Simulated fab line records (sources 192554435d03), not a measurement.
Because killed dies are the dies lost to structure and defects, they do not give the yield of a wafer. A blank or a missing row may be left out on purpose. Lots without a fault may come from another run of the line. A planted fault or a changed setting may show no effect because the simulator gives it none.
Struck lot and sound lot, side by side + flow n5-finfet + 15 steps out of a route of 1938
Sound: these wafers, L737.1, L737.2, L737.5. Struck: wafer L742.5. (L742.4, L742.6 of the same lot were not struck and are left out.) The cause comes at the end.
At each step with rows: each side's tool, then ch and its chambers, then its first start. Under that, the readings that differ: sound wafers + struck wafers + difference of the means + sigmas: that difference in standard deviations of wafers without a fault.
alike: words and numbers the same on both sides, and readings whose means are apart by under 2 such deviations; not compared: readings that were withheld, readings missing a value for some wafer, numbers with overlapping values and no deviation given by the record, and bounds like >300 which may hide the same value.
A row with sigmas, a row that says differs or no value, or rows on one side alone: a step with any of these is where the two part. Numbers that have no deviation but don't overlap get no sigmas and don't part them. A reading that every wafer of one side lacks parts them only if that side has two wafers or more.

first, 1 step without rows for these wafers: N5_BEOL_M0_TRENCH_ETCH_107 (etches SiOC in C4F6/O2, target depth 32.8 nm, time 16.4 s).
N5_BEOL_M0_STRIP_142: strips in N2/H2, time 10 s.
  sound on rie-diel-03 ch 1,3, day 7 12:56; struck on rie-diel-03 ch 1, day 8 19:40
  alike: drypump-motor-current-A, h2-flow-sccm, oes-product-au, rf-vpp-V, showerhead-plenum-p-Torr, throttle-valve-pct
  not compared: rf-hours-counter-h
N5_BEOL_M0_OCD_MEAS_108:
  sound on ocd-01 at day 7 13:01; struck on ocd-02 at day 8 19:46
  alike: trench-depth-nm
then, 2 steps without rows for these wafers: N5_BEOL_M0_HM_STRIP_129 (strips TiN in peroxide tin strip, target depth 17 nm, time 108 s); N5_BEOL_M0_SRD_130 (time 30 s).
N5_BEOL_M0_ETCH_109: etches SiCN in CH3F/O2, target depth 8 nm, overetch 2.4 nm, time 27.4 s.
  sound on rie-diel-06 ch 0,2,3, day 7 13:08; struck on rie-diel-03 ch 0, day 8 20:30
  alike: O2_flow_sccm, drypump-motor-current-A, oes-product-au, rf-vpp-V, showerhead-plenum-p-Torr, throttle-valve-pct
  not compared: rf-hours-counter-h
then, 2 steps without rows for these wafers: N5_BEOL_M0_STRIP_139 (strips in post etch residue remover, time 60 s); N5_BEOL_M0_SRD_111 (time 30 s).
N5_BEOL_M0_DEGAS_112: time 60 s.
  sound on pvd-sputter-02 at day 7 13:18; struck on pvd-sputter-01 at day 8 20:40
  alike: heater-power-w
then, 1 step without rows for these wafers: N5_BEOL_M0_PRE_CLEAN_113 (time 30 s).
N5_BEOL_M0_ALD_136: deposits TaN, pulse time 2 s, purge time 3 s, co reactant purge time 2 s.
  sound on ald-metal-02 ch 0,1, day 7 13:25; struck on ald-metal-03 ch 0, day 8 20:46
  alike: heater-power-w, mfc-carrier-sccm
N5_BEOL_M0_SURFACE_TREAT_137:
  sound on pvd-sputter-03 at day 7 15:03; struck on pvd-sputter-03 at day 8 21:10
  not compared: throttle-valve-pct
N5_BEOL_M0_CVD_115: deposits Co from CCTBA/H2, time 120 s.
  sound on cvd-co-02 ch 0,1,2, day 7 15:20; struck on cvd-co-02 ch 1, day 8 21:30
| reading          | sound             | struck | difference | sigmas      |
|------------------|-------------------|--------|------------|-------------|
| run-length-s (s) | 143.4 143.8 142.2 | 70.7   | -72.4      | -99 or more |
then, 1 step without rows for these wafers: N5_BEOL_M0_SPUTTER_116 (material Cu, target thk 4 nm, time 7.37 s).
-- a jump in the record: the struck wafers' starts before and after are 2 days apart (it breaks off in module BEOL_M0 and resumes in module BEOL_M4, where the first step shown is number 1111 of the route) --
N5_BEOL_M4_RC_MEAS_101:
  sound on prober-01 ch 0, day 9 07:16; struck on prober-01 ch 0, day 10 21:52
  alike: DIBL_N, DIBL_P, IOFF_N, IOFF_P, ION_N, ION_P, SS_N, SS_P, VT_N, VT_P

## WHERE THEY PART
Only at N5_BEOL_M0_CVD_115, within this record. Later steps at which nothing parts them and some readings are alike: N5_BEOL_M4_RC_MEAS_101.

WHY: what had been put in by the simulator
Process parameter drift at N5_BEOL_M0_CVD_115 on cvd-co-02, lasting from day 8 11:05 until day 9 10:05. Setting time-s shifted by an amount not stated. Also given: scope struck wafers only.
